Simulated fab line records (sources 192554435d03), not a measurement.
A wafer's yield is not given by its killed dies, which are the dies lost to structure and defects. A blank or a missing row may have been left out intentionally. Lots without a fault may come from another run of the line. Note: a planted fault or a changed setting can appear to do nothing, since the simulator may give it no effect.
A lot that was struck, set against a sound lot	flow n5Finfet	34 out of 1938 route steps
Sound: these wafers, L815.4, L815.5, L815.6. Struck: wafer L829.2 (left out: L829.3, L829.4 of the same lot, which were not struck); the cause appears at the end.
At each step with rows: each side's tool, then ch and its chambers, then its first start. Under that, the readings that differ: sound wafers	struck wafers	difference of the means	sigmas: that difference in standard deviations of wafers without a fault.
alike: words and numbers the same on both sides, and readings whose means are apart by under 2 such deviations; not compared: readings that were withheld, readings missing a value for some wafer, numbers with overlapping values and no deviation given by the record, and bounds like >300 which may hide the same value.
Wherever a step has rows on one side only, a row that says differs or no value, or a row with sigmas, the two part there. When numbers do not overlap yet have no deviation, they are printed without sigmas and do not part them. A reading that every wafer of one side lacks parts them only if that side has two wafers or more.

first, 9 steps without rows for these wafers: N5_BEOL_M1_ILD_DEP_00 (deposits SiOC from DEMS/O2, target thk 79 nm, time 15.3 s); N5_BEOL_M1_PECVD_72 (deposits SiO2 from TEOS/O2, target thk 16 nm, time 18 s); N5_BEOL_M1_HM_DEP_02 (deposits TiN, target thk 20 nm); N5_BEOL_M1_COAT_61 (time 60 s, resist thk 60 nm); N5_BEOL_M1_COAT_62 (time 60 s, resist thk 12 nm); N5_BEOL_M1_COAT_73 (time 60 s, resist thk 5 nm); N5_BEOL_M1_COAT_05 (resist thk 30 nm); N5_BEOL_M1_EBR_07; N5_BEOL_M1_SOFTBAKE_06 (time 60 s).
N5_BEOL_M1_EXPOSE_08: exposes mask M1.
  sound on euvScanner-01 ch 0, day 6 08:39; struck on euvScanner-01 ch 0, day 9 20:23
  alike: mask, focusOffsetNm, stageMsdNm
then, 3 steps without rows for these wafers: N5_BEOL_M1_PEB_09 (peb time 60 s); N5_BEOL_M1_DEVELOP_10 (develop time 30 s); N5_BEOL_M1_DESCUM_16 (chemistry O2, time 7 s).
N5_BEOL_M1_ETCH_74: etches underlayer in N2/H2, target depth 6.5 nm, time 5.2 s.
  sound on rieDiel-05 ch 0,2,3, day 6 08:55; struck on rieDiel-04 ch 0, day 9 20:48
reading	sound	struck	difference	sigmas
etchRfOnTimeS (s)	5.39 5.23 5.29	5.11	-0.19	-2
model.BEOL_M1.cdOffsetNm (nm)	-0.2 0 0	-0.4	-0.3	
  alike: chamberPressureMTorr, drypumpMotorCurrentA, h2FlowSccm, oesProductAu, rfVppV, showerheadPlenumPTorr, throttleValvePct
  not compared: rfHoursCounterH
N5_BEOL_M1_ETCH_63: etches SiARC in CF4, target depth 15.6 nm, time 26 s.
  sound on rieDiel-05 ch 0,2,3, day 6 08:56; struck on rieDiel-04 ch 0, day 9 20:49
reading	sound	struck	difference	sigmas
chamberPressureMTorr (mTorr)	39.98 39.98 39.96	40.06	+0.09	+2
model.BEOL_M1.cdOffsetNm (nm)	0 -0.2 0.2	-0.4	-0.4	
  alike: drypumpMotorCurrentA, etchRfOnTimeS, oesProductAu, rfVppV, showerheadPlenumPTorr, throttleValvePct
  not compared: rfHoursCounterH
then, 17 steps without rows for these wafers: N5_BEOL_M1_ETCH_64 (etches SOC in N2/H2, target depth 75 nm, overetch 15 nm, time 112.5 s); N5_BEOL_M1_STRIP_65 (strips in N2/H2); N5_BEOL_M1_STRIP_75 (strips in N2/H2); N5_BEOL_M1_STRIP_66 (strips in CF4); N5_BEOL_M1_HM_OPEN_17 (chemistry Cl2/BCl3, target TiN, target depth 20 nm, overetch 6 nm); N5_BEOL_M1_STRIP_19 (strips in O2); N5_BEOL_M1_COAT_67 (time 60 s, resist thk 60 nm); N5_BEOL_M1_COAT_68 (time 60 s, resist thk 12 nm); N5_BEOL_M1_COAT_76 (time 60 s, resist thk 5 nm); N5_BEOL_M1_COAT_22 (resist thk 30 nm); N5_BEOL_M1_EBR_24; N5_BEOL_M1_SOFTBAKE_23 (time 60 s); N5_BEOL_M1_EXPOSE_25 (exposes mask V0, defocus 5 nm, target cd 24 nm); N5_BEOL_M1_PEB_26 (peb time 60 s); N5_BEOL_M1_DEVELOP_27 (develop time 30 s); N5_BEOL_M1_DESCUM_33 (chemistry O2, time 7 s); N5_BEOL_M1_ETCH_77 (etches underlayer in N2/H2, target depth 6.5 nm, time 5.2 s).
N5_BEOL_M4_RC_MEAS_101:
  sound on prober-01 ch 0, day 8 00:20; struck on prober-02 ch 0, day 11 12:47
reading	sound	struck	difference	sigmas
ION_P (uA/um)	475 470 473	452	-21	-3
VT_N (mV)	248.1 250.9 247.8	255.2	+6.3	+2
VT_P (mV)	-245 -248 -246	-256	-10	-3
  alike: DIBL_N, DIBL_P, IOFF_N, IOFF_P, ION_N, SS_N, SS_P
-- a jump in the record: the struck wafers' starts before and after are 4 days apart (it breaks off in module BEOL_M4 and resumes in module PASSIVATION, where the first step shown is number 1936 of the route) --
N5_PASSIVATION_PROBE_49:
  rows exist in the record for the struck wafers here (prober-01, day 15 18:16), but not for the sound ones

## WHERE THEY PART
First at N5_BEOL_M1_ETCH_74; last, within this record, at N5_PASSIVATION_PROBE_49.

WHY: what the simulator had put in
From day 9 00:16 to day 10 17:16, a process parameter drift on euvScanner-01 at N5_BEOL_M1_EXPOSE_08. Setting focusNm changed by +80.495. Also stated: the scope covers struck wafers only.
